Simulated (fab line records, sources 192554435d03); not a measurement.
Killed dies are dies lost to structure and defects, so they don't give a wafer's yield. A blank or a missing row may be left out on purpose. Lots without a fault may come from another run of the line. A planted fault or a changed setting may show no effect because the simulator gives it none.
Chamber matching | flow n5_finfet | N5_PASSIVATION_PECVD_55 on pecvd-03: 3 sister chambers
The step deposits SiO2 from SiH4/N2O, target thk 400 nm, time 22.5 s. 3 wafers are shown with their chamber, then 9 later ones without.

WAFERS WITH THEIR CHAMBER
wafer  | chamber | throttle_valve_pct (%)
L085.3 | 0       | 51.1
L089.1 | 1       | 52.1
L089.6 | 2       | 48.3

WAFERS WITHOUT THEIR CHAMBER
wafer  | throttle_valve_pct (%)
L093.3 | 48.4
L093.4 | 48.4
L093.6 | 52.3
L094.1 | 51.3
L094.4 | 51.4
L094.5 | 48.1
L095.1 | 51.1
L095.4 | 48.4
L095.6 | 51.0

WHICH CHAMBER EACH WENT THROUGH
wafer  | from the rows above | in truth
L093.3 | 2                   | 2
L093.4 | 2                   | 2
L093.6 | 1                   | 1
L094.1 | 0                   | 0
L094.4 | 0                   | 0
L094.5 | 2                   | 2
L095.1 | 0                   | 0
L095.4 | 2                   | 2
L095.6 | 0                   | 0
Placed correctly: 9 of 9. Can't be placed from these rows: 0. Placed wrongly: 0.
How it was worked out, from the rows above alone: a wafer's distance from a chamber is the root of the sum, over the readings, of the square of ((its reading less the chamber's mean) divided by the reading's scatter). The wafer belongs to the nearest chamber; if the next one is less than 2 further off, it can't be placed. A chamber's mean is the mean of its shown wafers. The scatter: with one shown wafer a chamber, the root of the mean of the squares of how far each hidden wafer lies from its nearest shown one.
